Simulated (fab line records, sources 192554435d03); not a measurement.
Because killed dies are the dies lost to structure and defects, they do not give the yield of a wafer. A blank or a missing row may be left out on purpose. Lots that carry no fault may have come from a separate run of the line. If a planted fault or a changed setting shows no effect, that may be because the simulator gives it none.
Split-lot experiment | flow n5 finfet | 7 lots, 21 wafers read, on a route of 1938 steps

ABOUT THE SPLIT
At N5_BEOL_M8_TRENCH_ETCH_37 (etches SiCOH lowk in C4F6/O2, target depth 93.478 nm, time 31.2 s), the setting bias w was moved away from the recipe's 185 W on 3 of the 21 wafers read, by +5.1% to +15.2%. All remaining wafers had this setting at the recipe value.

Reading taken at the split's own step.

THE READING
rf vpp V, in V, at N5_BEOL_M8_TRENCH_ETCH_37 (etches SiCOH lowk in C4F6/O2, target depth 93.478 nm, time 31.2 s). A value of 668 V with a standard deviation of 16 V is what fault-free wafers of this fab line usually give.

wafer  | tool, chamber at the split | bias w as run, W | against the recipe | rf vpp V, V | against lot-mates on the recipe
L079.3 | rie diel-03, 1             | 185              | recipe             | 676         | -
L079.4 | rie diel-03, 0             | 185              | recipe             | 678         | -
L079.6 | rie diel-03, 2             | 185              | recipe             | 667         | -
L078.1 | rie diel-01, 0             | 194.5            | +5.1%              | 682         | +29
L078.3 | rie diel-01, 2             | 185              | recipe             | 653         | -
L078.5 | rie diel-01, 0             | 194.5            | +5.1%              | 681         | +28
L081.3 | rie diel-03, 1             | 185              | recipe             | 675         | -
L081.4 | rie diel-03, 0             | 185              | recipe             | 676         | -
L081.6 | rie diel-03, 1             | 185              | recipe             | 675         | -
L085.1 | rie diel-01, 2             | 185              | recipe             | 653         | -
L085.2 | rie diel-01, 1             | 185              | recipe             | 674         | -
L085.3 | rie diel-01, 0             | 185              | recipe             | 654         | -
L089.1 | rie diel-01, 1             | 185              | recipe             | 672         | -
L089.3 | rie diel-01, 2             | 185              | recipe             | 655         | -
L089.4 | rie diel-01, 0             | 185              | recipe             | 654         | -
L092.2 | rie diel-03, 3             | 185              | recipe             | 640         | -
L092.3 | rie diel-03, 2             | 185              | recipe             | 665         | -
L092.5 | rie diel-03, 1             | 213.1            | +15.2%             | 755         | +102
L093.1 | rie diel-03, 3             | 185              | recipe             | 640         | -
L093.4 | rie diel-03, 1             | 185              | recipe             | 676         | -
L093.6 | rie diel-03, 3             | 185              | recipe             | 641         | -

THE FIT
A straight line over all 21 wafers: rf vpp V changes by +5.71 V for each +1% of bias w; r = +0.84; the points scatter about the line by 13 V.
The same after taking each lot's own level away (the mean of its wafers on the recipe; 21 wafers): +6.56 V for each +1%; r = +0.93; scatter 9.6 V.
The reading moves by 1e+02 V for the largest change in bias w, on that fit.
Across the lots, their own levels run from 652.3 to 675.3 V, a range of 1.4 times the standard deviation given above.
In other words, the slope is changed by the lot-to-lot level; the two fits disagree.
Check: for one of the wafers moved furthest among these (+15.2%), held out of the fit, the line's prediction against its lot-mates is +84.3 V. It came out at +102 V against them.
Tool readings at the split's step, against how far the setting was moved: rf vpp V r = +0.84.

THESE WAFERS: OTHER SPLITS
These wafers also went through other splits before the reading. Each is held against what the fit with the lots' levels taken away leaves over:
other split on the same wafers     | wafers away from the commonest value | r with rf vpp V (lot level and that fit taken away)
N5_BEOL_M5_ETCH_68 bias w          | 9                                    | -0.36
N5_BEOL_M5_ETCH_41 source w        | 7                                    | +0.24
N5_BEOL_M7_PECVD_70 temp c         | 6                                    | +0.22
N5_BEOL_M7_TRENCH_ETCH_37 source w | 12                                   | +0.12
N5_BEOL_M8_ETCH_65 source w        | 8                                    | -0.32

FILE'S OWN FIT
rf vpp V changes by +6.63 V for each +1% of bias w, r = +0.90.
